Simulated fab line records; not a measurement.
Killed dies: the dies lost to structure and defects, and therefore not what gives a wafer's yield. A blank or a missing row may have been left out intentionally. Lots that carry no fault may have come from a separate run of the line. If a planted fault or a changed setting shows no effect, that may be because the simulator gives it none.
Comparing a struck lot with a sound one :: flow nandHarc :: 14 steps out of a route of 1159
Sound: wafers L659.2, L659.3, L659.5. The struck wafers were L656.3, L656.4, L656.5. The cause is given at the end.
At each step with rows: each side's tool, then ch and its chambers, then its first start. Under that, the readings that differ: sound wafers :: struck wafers :: difference of the means :: sigmas: that difference in standard deviations of wafers without a fault.
alike: words and numbers the same on both sides, and readings whose means are apart by under 2 such deviations; not compared: readings that were withheld, readings missing a value for some wafer, numbers with overlapping values and no deviation given by the record, and bounds like >300 which may hide the same value.
A row with sigmas, a row that says differs or no value, or rows on one side alone: a step with any of these is where the two part. Non-overlapping numbers with no deviation appear without sigmas and do not part them. A reading that every wafer of one side lacks parts them only if that side has two wafers or more.

NHARC_A_SLIT_ETCH_26: etches the open film in C4F8/O2/Ar, time 90 s, target depth 400 nm.
  sound on harEtch-02 ch 0, day 16 10:20; struck on harEtch-02 ch 0,1, day 15 12:51
  alike: drypumpMotorCurrentA, showerheadPlenumPTorr, throttleValvePct
  not compared: rfHoursCounterH
then, 1 step without rows for these wafers: NHARC_A_SLIT_STRIP_28 (strips in O2/COS).
NHARC_A_SLIT_ETCH_29: etches the open film in CF4/O2, target depth 100 nm, overetch 10 nm, time 55 s.
  sound on rieDiel-02 ch 0,3, day 16 10:55; struck on rieDiel-10 ch 1,2, day 15 13:24
  alike: biasW, drypumpMotorCurrentA, oesProductAu, rfVppV, showerheadPlenumPTorr, throttleValvePct
  not compared: rfHoursCounterH
NHARC_A_SLIT_STRIP_18: strips in O2.
  sound on rieDiel-02 ch 0,1,2; struck on rieDiel-10 ch 1,3
  alike: drypumpMotorCurrentA, oesProductAu, rfVppV, showerheadPlenumPTorr, throttleValvePct
  not compared: rfHoursCounterH
then, 2 steps without rows for these wafers: NHARC_A_SLIT_PRECLEAN_19 (cleans in SC1); NHARC_A_SLIT_SRD_20.
NHARC_A_SLIT_CD_MEAS_21:
  struck on cdSem-01, day 15 13:56; sound on cdSem-02, day 16 11:27
  alike: cdNm
then, 3 steps without rows for these wafers: NHARC_A_SIN_REMOVE_WET_00 (chemistry H3PO4, time 15300 s); NHARC_A_SIN_REMOVE_PRECLEAN_01 (cleans in SC1); NHARC_A_SIN_REMOVE_SRD_02.
NHARC_A_SIN_REMOVE_INSPECT_04:
  struck on defectInspect-02, day 15 22:09; sound on defectInspect-02, day 16 19:12
  alike: rawDefectCount
NHARC_A_WL_FILL_ALD_00: deposits Al2O3, target thk 3 nm, pulse time 3 s, ald cycles 30.
  sound on aldHk-03 ch 0,1,2, day 16 19:16; struck on aldHk-02 ch 0,2, day 15 22:13
  no value came back on the struck wafers for any of 5 readings (aldCycles, heaterPowerOuterW (W) and others); on the sound wafers aldCycles reads 30 30 30
NHARC_A_WL_FILL_RTA_01: time 5 s.
  sound on rtpAnneal-01 ch 0, day 16 19:33; struck on rtpAnneal-01 ch 0, day 15 22:32
  alike: lampPowerPct, wafer_temp_C_max
-- the record jumps here: 4 days lie between the struck wafers' starts before and after (it left off in module A_WL_FILL and takes up again in module END, whose first step shown is number 1159 of the route) --
NHARC_END_SORT_01:
  here the record holds rows for the struck wafers (prober-02 ch 0, day 20 02:51) but none for the sound ones

WHERE THEY PART
At NHARC_A_WL_FILL_ALD_00 first; at NHARC_END_SORT_01 last (within this record only).

WHY: what had been put in by the simulator
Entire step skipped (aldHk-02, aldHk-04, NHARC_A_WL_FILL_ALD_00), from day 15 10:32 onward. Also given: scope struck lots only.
